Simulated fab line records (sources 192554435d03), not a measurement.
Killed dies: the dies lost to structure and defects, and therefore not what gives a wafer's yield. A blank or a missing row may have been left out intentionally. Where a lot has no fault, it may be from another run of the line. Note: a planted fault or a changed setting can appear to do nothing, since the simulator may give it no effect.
Which tool did it? || flow n5_finfet || 11 lots with 29 wafers sampled at 5 steps, on a route of 1938 steps

== WHAT THE GAUGES SHOWED, per wafer ==
N5_BEOL_M4_RC_MEAS_101.
{"lot": "L928", "measured": "day 8 08:11", "on": "prober-02", "DIBL_N (mV/V)": "37.7 40.3 35.7"}
{"lot": "L931", "measured": "day 9 05:35", "on": "prober-01", "DIBL_N (mV/V)": "36.5 37.2 39.8"}
{"lot": "L932", "measured": "day 9 05:28", "on": "prober-02", "DIBL_N (mV/V)": "35.9 38.0"}
{"lot": "L934", "measured": "day 9 20:19", "on": "prober-01", "DIBL_N (mV/V)": "35.9 36.5"}
{"lot": "L935", "measured": "day 9 21:51", "on": "prober-02", "DIBL_N (mV/V)": "32.4 36.9"}
{"lot": "L933", "measured": "day 10 00:14", "on": "prober-02", "DIBL_N (mV/V)": "37.4 38.7"}
{"lot": "L937", "measured": "day 10 12:14", "on": "prober-02", "DIBL_N (mV/V)": "35.8 37.3 34.9"}
{"lot": "L936", "measured": "day 10 15:54", "on": "prober-02", "DIBL_N (mV/V)": "37.2 38.9 35.4"}
{"lot": "L939", "measured": "day 11 11:06", "on": "prober-01", "DIBL_N (mV/V)": "36.1 35.0 38.0"}
{"lot": "L941", "measured": "day 11 22:40", "on": "prober-01", "DIBL_N (mV/V)": "40.6 32.5 39.4"}
{"lot": "L945", "measured": "day 12 21:17", "on": "prober-02", "DIBL_N (mV/V)": "35.7 34.3 36.9"}

== WHICH TOOL RAN EACH LOT (tool, then ch and the chambers of the sampled wafers, then the start) ==
{"lot": "L928", "N5_BEOL_M1_CVD_47": "cvd_co-02 ch 0,2, day 6 10:42", "N5_BEOL_M1_ANNEAL_49": "pvd_sputter-02, day 6 11:01", "N5_BEOL_M1_ANNEAL_82": "pvd_sputter-02, day 6 11:27", "N5_BEOL_M1_SPUTTER_86": "pvd_sputter-02, day 6 11:35"}
{"lot": "L931", "N5_BEOL_M1_CVD_47": "cvd_co-01 ch 0,1,2, day 7 09:00", "N5_BEOL_M1_ANNEAL_49": "pvd_sputter-03, day 7 09:14", "N5_BEOL_M1_ANNEAL_82": "pvd_sputter-03, day 7 09:41", "N5_BEOL_M1_SPUTTER_86": "pvd_sputter-03, day 7 09:49"}
{"lot": "L932", "N5_BEOL_M1_CVD_47": "cvd_co-02 ch 0,1, day 7 12:38", "N5_BEOL_M1_ANNEAL_49": "pvd_sputter-03, day 7 12:58", "N5_BEOL_M1_ANNEAL_82": "pvd_sputter-03, day 7 13:24", "N5_BEOL_M1_SPUTTER_86": "pvd_sputter-03, day 7 13:32"}
{"lot": "L934", "N5_BEOL_M1_CVD_47": "cvd_co-01 ch 1, day 7 19:41", "N5_BEOL_M1_ANNEAL_49": "pvd_sputter-01, day 7 20:01", "N5_BEOL_M1_ANNEAL_82": "pvd_sputter-01, day 7 20:28", "N5_BEOL_M1_SPUTTER_86": "pvd_sputter-01, day 7 20:36"}
{"lot": "L935", "N5_BEOL_M1_CVD_47": "cvd_co-02 ch 0,1, day 7 22:29", "N5_BEOL_M1_ANNEAL_49": "pvd_sputter-01, day 7 22:40", "N5_BEOL_M1_ANNEAL_82": "pvd_sputter-01, day 7 23:06", "N5_BEOL_M1_SPUTTER_86": "pvd_sputter-01, day 7 23:14"}
{"lot": "L933", "N5_BEOL_M1_CVD_47": "cvd_co-02 ch 0,1, day 7 22:52", "N5_BEOL_M1_ANNEAL_49": "pvd_sputter-01, day 8 00:30", "N5_BEOL_M1_ANNEAL_82": "pvd_sputter-01, day 8 00:56", "N5_BEOL_M1_SPUTTER_86": "pvd_sputter-01, day 8 01:05"}
{"lot": "L937", "N5_BEOL_M1_CVD_47": "cvd_co-01 ch 0,1,2, day 8 14:10", "N5_BEOL_M1_ANNEAL_49": "pvd_sputter-03, day 8 14:25", "N5_BEOL_M1_ANNEAL_82": "pvd_sputter-03, day 8 14:51", "N5_BEOL_M1_SPUTTER_86": "pvd_sputter-03, day 8 14:59"}
{"lot": "L936", "N5_BEOL_M1_CVD_47": "cvd_co-02 ch 0,1,2, day 8 22:52", "N5_BEOL_M1_ANNEAL_49": "pvd_sputter-01, day 8 23:15", "N5_BEOL_M1_ANNEAL_82": "pvd_sputter-01, day 8 23:41", "N5_BEOL_M1_SPUTTER_86": "pvd_sputter-01, day 8 23:50"}
{"lot": "L939", "N5_BEOL_M1_CVD_47": "cvd_co-02 ch 0,1,2, day 9 08:55", "N5_BEOL_M1_ANNEAL_49": "pvd_sputter-01, day 9 09:10", "N5_BEOL_M1_ANNEAL_82": "pvd_sputter-01, day 9 09:36", "N5_BEOL_M1_SPUTTER_86": "pvd_sputter-01, day 9 09:44"}
{"lot": "L941", "N5_BEOL_M1_CVD_47": "cvd_co-02 ch 0,1, day 9 18:11", "N5_BEOL_M1_ANNEAL_49": "pvd_sputter-01, day 9 18:56", "N5_BEOL_M1_ANNEAL_82": "pvd_sputter-01, day 9 19:22", "N5_BEOL_M1_SPUTTER_86": "pvd_sputter-01, day 9 19:31"}
{"lot": "L945", "N5_BEOL_M1_CVD_47": "cvd_co-02 ch 1,2, day 11 03:57", "N5_BEOL_M1_ANNEAL_49": "pvd_sputter-02, day 11 04:51", "N5_BEOL_M1_ANNEAL_82": "pvd_sputter-02, day 11 05:17", "N5_BEOL_M1_SPUTTER_86": "pvd_sputter-02, day 11 05:26"}
- N5_BEOL_M1_CVD_47: deposits Co from CCTBA/H2, target thk 3 nm, time 223.8 s.
- N5_BEOL_M1_ANNEAL_49: time 240 s.
- N5_BEOL_M1_ANNEAL_82: time 240 s.
- N5_BEOL_M1_SPUTTER_86: material Cu, target thk 4.5 nm, time 8.29 s.

== THE ANSWER, worked out from the rows above alone ==
Rule: the usual values come from the lots themselves. Put in order of their means at a reading, lots are off if they are a third of the lots or fewer, leave a main group of 4 or more, and stand apart from it by a gap of 3 or more times the standard deviation of the main group's means; of several such gaps the widest counts. A main group is skipped when, at the precision printed for the reading in the tables above, its means are all equal. A lot without any number at a reading at which 4 lots or more have one is off too. All remaining lots with rows at the step are treated as sound.
Across all readings shown, no lot is off: no conclusion can be drawn from this.

== WHAT THE SIMULATOR PUT IN ==
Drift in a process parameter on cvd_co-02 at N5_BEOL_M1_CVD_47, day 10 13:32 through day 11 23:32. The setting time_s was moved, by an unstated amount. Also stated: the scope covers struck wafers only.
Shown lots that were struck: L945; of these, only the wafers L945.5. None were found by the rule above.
